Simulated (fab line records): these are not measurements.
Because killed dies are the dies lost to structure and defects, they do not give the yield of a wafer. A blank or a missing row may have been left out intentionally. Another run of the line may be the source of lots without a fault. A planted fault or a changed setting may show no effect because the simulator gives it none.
Split-lot experiment    flow n5_finfet    39 wafers read from 7 lots, route of 1938 steps

ON THE SPLIT
At N5_BEOL_M1_TRENCH_ETCH_37 (etches SiOC in C4F6/O2, target depth 55.207 nm, time 29 s), the setting target_depth_a was moved away from the recipe's 552.07 angstrom on 15 of the 39 wafers read, by -56.6% to +56.2%. The other wafers ran this setting at the recipe's value.

FROM THE SPLIT TO THE READING: what the file shows between them, 2 steps
- N5_BEOL_M1_ETCH_41: etches SiCN in CH3F/O2, target depth 31.9 nm, time 57.8 s
- N5_BEOL_M1_STRIP_97: strips in N2/H2, time 10 s

THE READING
trench_depth_nm, in nm, at N5_BEOL_M1_OCD_MEAS_38. Fault-free wafers of this fab line usually give 54.7 nm, standard deviation 1.1 nm.

wafer   tool, chamber at the split  target_depth_a as run, angstrom  against the recipe  trench_depth_nm, nm  against lot-mates on the recipe
L076.1  rie_diel-02, 1              552.07                           recipe              55.4                 -
L076.2  rie_diel-02, 2              749.2                            +35.7%              73.1                 +17.2
L076.3  rie_diel-02, 3              749.2                            +35.7%              77.5                 +21.6
L076.4  rie_diel-02, 0              749.2                            +35.7%              75.1                 +19.2
L076.5  rie_diel-02, 1              552.07                           recipe              56.7                 -
L076.6  rie_diel-02, 0              552.07                           recipe              55.7                 -
L077.1  rie_diel-04, 3              552.07                           recipe              54.3                 -
L077.2  rie_diel-04, 1              428.5                            -22.4%              42.6                 -11.0
L077.3  rie_diel-04, 2              552.07                           recipe              52.3                 -
L077.4  rie_diel-04, 0              428.5                            -22.4%              41.7                 -11.9
L077.5  rie_diel-04, 0              552.07                           recipe              54.3                 -
L077.6  rie_diel-04, 3              428.5                            -22.4%              42.2                 -11.4
L079.1  rie_diel-04, 1              552.07                           recipe              54.7                 -
L079.2  rie_diel-04, 3              862.6                            +56.2%              84.8                 +30.3
L079.3  rie_diel-04, 0              862.6                            +56.2%              84.0                 +29.5
L079.4  rie_diel-04, 2              862.6                            +56.2%              82.4                 +27.9
L079.5  rie_diel-04, 0              552.07                           recipe              54.3                 -
L079.6  rie_diel-04, 3              552.07                           recipe              54.5                 -
L082.1  rie_diel-02, 3              552.07                           recipe              55.8                 -
L082.4  rie_diel-02, 0              552.07                           recipe              55.5                 -
L082.6  rie_diel-02, 3              552.07                           recipe              55.6                 -
L083.1  rie_diel-06, 2              639.7                            +15.9%              63.0                 +7.7
L083.2  rie_diel-06, 3              552.07                           recipe              55.9                 -
L083.3  rie_diel-06, 0              552.07                           recipe              55.5                 -
L083.4  rie_diel-06, 0              639.7                            +15.9%              63.9                 +8.6
L083.5  rie_diel-06, 3              639.7                            +15.9%              63.9                 +8.6
L083.6  rie_diel-06, 2              552.07                           recipe              54.4                 -
L087.1  rie_diel-06, 3              552.07                           recipe              55.6                 -
L087.2  rie_diel-06, 0              552.07                           recipe              54.5                 -
L087.3  rie_diel-06, 2              552.07                           recipe              53.7                 -
L087.4  rie_diel-06, 0              552.07                           recipe              55.2                 -
L087.5  rie_diel-06, 2              552.07                           recipe              53.9                 -
L087.6  rie_diel-06, 3              552.07                           recipe              55.4                 -
L092.1  rie_diel-02, 2              552.07                           recipe              53.7                 -
L092.2  rie_diel-02, 0              552.07                           recipe              54.8                 -
L092.3  rie_diel-02, 3              239.5                            -56.6%              24.4                 -30.4
L092.4  rie_diel-02, 1              239.5                            -56.6%              23.8                 -31.0
L092.5  rie_diel-02, 1              552.07                           recipe              55.9                 -
L092.6  rie_diel-02, 0              239.5                            -56.6%              23.9                 -30.9

FIT RESULTS
A straight line over all 39 wafers: trench_depth_nm changes by +0.538 nm for each +1% of target_depth_a; r = +1.00; the points scatter about the line by 1.1 nm.
The same after taking each lot's own level away (the mean of its wafers on the recipe; 39 wafers): +0.532 nm for each +1%; r = +1.00; scatter 0.87 nm.
The reading moves by 30 nm for the largest change in target_depth_a, on that fit.
The lots' own levels span 53.63 to 55.93 nm, that is 2.1 times the standard deviation above.
The two slopes are in agreement: the lot-to-lot level therefore moves the slope only a little.
Check: for one of the wafers moved furthest among these (-56.6%), held out of the fit, the line's prediction against its lot-mates is -30.1 nm. Against them it came out at -30.4 nm.

THE OTHER SPLITS THESE WAFERS WENT THROUGH
Other splits were also applied to these wafers ahead of the reading. Each is held against what the fit with the lots' levels taken away leaves over:
other split on the same wafers      wafers away from the commonest value  r with trench_depth_nm (lot level and that fit taken away)
N5_FIN_CUT_CUT_ETCH_15 time_s       12                                    +0.13
N5_SPACER0_ALD_00 ald_cycles        15                                    -0.15
N5_HKMG_FIN_NWFM_ALD_20 ald_cycles  12                                    -0.14

THE WHOLE CHAIN: every reading that the file lists as answering this split, in the file's order
step                       what it does                                               reading                                                                           change (the file's fit)                 r (the file's)
N5_BEOL_M1_TRENCH_ETCH_37  etches SiOC in C4F6/O2, target depth 55.207 nm, time 29 s  BEOL_M1.feature_depth_nm (the simulator's own value, which no gauge read)         +0.533 nm for each +1% of the setting   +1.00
N5_BEOL_M1_TRENCH_ETCH_37  etches SiOC in C4F6/O2, target depth 55.207 nm, time 29 s  etch.depth_nm (the simulator's own value, which no gauge read)                    +0.534 nm for each +1% of the setting   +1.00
N5_BEOL_M1_TRENCH_ETCH_37  etches SiOC in C4F6/O2, target depth 55.207 nm, time 29 s  TiN_of_BEOL_M1_HM_DEP_02.thk_nm (the simulator's own value, which no gauge read)  -0.0213 nm for each +1% of the setting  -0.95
N5_BEOL_M1_OCD_MEAS_38                                                                trench_depth_nm                                                                   +0.532 nm for each +1% of the setting   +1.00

FILE'S OWN FIT
trench_depth_nm changes by +0.532 nm for each +1% of target_depth_a, r = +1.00.
